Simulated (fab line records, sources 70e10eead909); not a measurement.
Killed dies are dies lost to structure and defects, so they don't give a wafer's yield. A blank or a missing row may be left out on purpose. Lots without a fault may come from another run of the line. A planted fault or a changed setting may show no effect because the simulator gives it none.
A struck lot beside a sound one | flow nand_harc | 39 steps out of a route of 1302
Sound: wafers L843.2, L843.4, L843.6. Struck: wafers L837.1, L837.3. (L837.6 of the same lot was not struck and is left out.) The cause comes at the end.
At each step with rows: each side's tool, then ch and its chambers, then its first start. Under that, the readings that differ: sound wafers | struck wafers | difference of the means | sigmas: that difference in standard deviations of wafers without a fault.
alike: readings whose means differ by less than 2 such deviations, and words and numbers that are the same on both sides. not compared: withheld readings, readings that some wafer has no value for, bounds like >300 that may hide the same value, and numbers for which the record gives no deviation and whose values overlap.
The two part at a step that has a row with sigmas, a row that says differs or no value, or rows on one side only. Numbers that don't overlap but have no deviation are shown without sigmas and don't part them. A reading that every wafer of one side lacks parts them only if that side has two wafers or more.

NHARC_A_CHANNEL_HOLE_D2_CD_MEAS_31:
  sound on cd_sem-03, day 21 11:22; struck on cd_sem-03, day 18 06:26
  reading    | sound          | struck    | difference | sigmas
  cd_nm (nm) | 91.3 93.0 92.2 | 89.2 86.9 | -4.1       | -2
then, 1 step without rows for these wafers: NHARC_A_CHANNEL_HOLE_D2_XSEM_32.
NHARC_A_CHANNEL_HOLE_D2_INSPECT_40:
  sound on defect_inspect-02, day 21 11:33; struck on defect_inspect-02, day 18 06:38
  alike: raw_defect_count
then, 2 steps without rows for these wafers: NHARC_A_CHANNEL_FILL_D2_PRECLEAN_00 (cleans in SC1); NHARC_A_CHANNEL_FILL_D2_SRD_01.
NHARC_A_CHANNEL_FILL_D2_ALD_02: deposits SiO2, target thk 6 nm, pulse time 10 s, ald cycles 60.
  sound on ald_hk-02 ch 1,2,3, day 21 11:49; struck on ald_hk-01 ch 0,3, day 18 06:50
  alike: heater_power_w, precursor_pulse_height_rel
NHARC_A_CHANNEL_FILL_D2_ALD_03: deposits SiNx, target thk 6 nm, pulse time 60 s, ald cycles 58.
  sound on ald_sin_batch-02 ch 0; struck on ald_sin_batch-01 ch 0
  alike: chamber_pressure_Torr, precursor_pulse_height_rel
NHARC_A_CHANNEL_FILL_D2_ALD_14: deposits SiO2, target thk 2.5 nm, pulse time 10 s, ald cycles 25.
  sound on ald_hk-01 ch 1,2, day 21 18:53; struck on ald_hk-03 ch 1,2, day 18 13:55
  alike: heater_power_w, precursor_pulse_height_rel
then, 1 step without rows for these wafers: NHARC_A_CHANNEL_FILL_D2_ALD_15 (deposits SiNx, target thk 2 nm, pulse time 60 s, ald cycles 19).
NHARC_A_CHANNEL_FILL_D2_ALD_16: deposits SiO2, target thk 1.5 nm, pulse time 10 s, ald cycles 15.
  sound on ald_hk-02 ch 0,1,3, day 22 00:04; struck on ald_hk-02 ch 0,2, day 18 19:04
  alike: heater_power_w, precursor_pulse_height_rel
then, 2 steps without rows for these wafers: NHARC_A_CHANNEL_FILL_D2_ANNEAL_17 (time 1800 s); NHARC_A_CHANNEL_FILL_D2_CVD_18 (deposits poly-Si, target thk 3 nm).
NHARC_A_CHANNEL_FILL_D2_ETCHBACK_19: etches the open film in HBr/Cl2, target depth 5 nm, time 1.7 s.
  sound on rie_si-03 ch 0,2,3, day 22 12:22; struck on rie_si-02 ch 1,3, day 19 07:11
  reading            | sound             | struck | difference                    | sigmas
  rf_fwd_power_W (W) | 391.7 390.2 388.8 | - -    | no value on the struck wafers |
  alike: drypump_motor_current_A, mfc_cl2_sccm, oes_product_au, throttle_valve_pct
  not compared: rf_hours_counter_h
then, 1 step without rows for these wafers: NHARC_A_CHANNEL_FILL_D2_ETCHBACK_20 (etches the open film in C4F8/O2/Ar, target depth 27 nm, time 13.5 s).
NHARC_A_CHANNEL_FILL_D2_STRIP_28: strips in O2, time 20 s.
  sound on rie_diel-06 ch 1,2, day 22 12:37; struck on rie_diel-06 ch 0,2, day 19 07:25
  reading               | sound             | struck      | difference | sigmas
  oes_product_au (a.u.) | 0.983 1.010 0.994 | 1.021 1.011 | +0.020     | +2
  alike: drypump_motor_current_A, rf_vpp_V, showerhead_plenum_p_Torr, throttle_valve_pct
  not compared: rf_hours_counter_h
then, 13 steps without rows for these wafers: NHARC_A_CHANNEL_FILL_D2_PRECLEAN_21 (cleans in dHF, time 30 s); NHARC_A_CHANNEL_FILL_D2_SRD_23; NHARC_A_CHANNEL_FILL_D2_CVD_05 (deposits poly-Si, target thk 5 nm); NHARC_A_CHANNEL_FILL_D2_ANNEAL_22 (time 7200 s); NHARC_A_CHANNEL_FILL_D2_ALD_25 (deposits SiOx, target thk 60 nm, pulse time 10 s, ald cycles 600); NHARC_A_CHANNEL_FILL_D2_ETCHBACK_08 (etches the open film in C4F8, target depth 220 nm, time 110 s); NHARC_A_CHANNEL_FILL_D2_STRIP_29 (strips in O2, time 20 s); NHARC_A_CHANNEL_FILL_D2_PRECLEAN_30 (cleans in dHF, time 30 s); NHARC_A_CHANNEL_FILL_D2_SRD_31; NHARC_A_CHANNEL_FILL_D2_CVD_09 (deposits poly-Si, target thk 150 nm, time 3000 s); NHARC_A_CHANNEL_FILL_D2_CMP_10 (polishes, target thk 150 nm); NHARC_A_CHANNEL_FILL_D2_SRD_12; NHARC_A_CHANNEL_FILL_D2_RTA_24 (time 5 s).
NHARC_A_CHANNEL_FILL_D2_INSPECT_13:
  sound on defect_inspect-02, day 23 12:28; struck on defect_inspect-01, day 20 07:19
  alike: raw_defect_count
then, 9 steps without rows for these wafers: NHARC_A_STAIRCASE_DEP_156 (deposits SiNx, target thk 50 nm); NHARC_A_STAIRCASE_DEHYDRATE_158 (time 120 s); NHARC_A_STAIRCASE_HMDS_159 (time 30 s); NHARC_A_STAIRCASE_COAT_160; NHARC_A_STAIRCASE_SOFTBAKE_161 (time 170 s); NHARC_A_STAIRCASE_EBR_162; NHARC_A_STAIRCASE_EXPOSE_163 (exposes mask STAIR OPEN); NHARC_A_STAIRCASE_PEB_164 (peb time 130 s); NHARC_A_STAIRCASE_DEVELOP_165 (time 140 s).
-- the record jumps here: 9 days lie between the struck wafers' starts before and after (it left off in module A_STAIRCASE and takes up again in module END, whose first step shown is number 1302 of the route) --
NHARC_END_SORT_01:
  the record has rows for the struck wafers here (prober-02 ch 0, day 28 21:35) and none for the sound ones

WHERE THEY PART
First at NHARC_A_CHANNEL_HOLE_D2_CD_MEAS_31; last, within this record, at NHARC_END_SORT_01.

WHY: what the simulator had put in
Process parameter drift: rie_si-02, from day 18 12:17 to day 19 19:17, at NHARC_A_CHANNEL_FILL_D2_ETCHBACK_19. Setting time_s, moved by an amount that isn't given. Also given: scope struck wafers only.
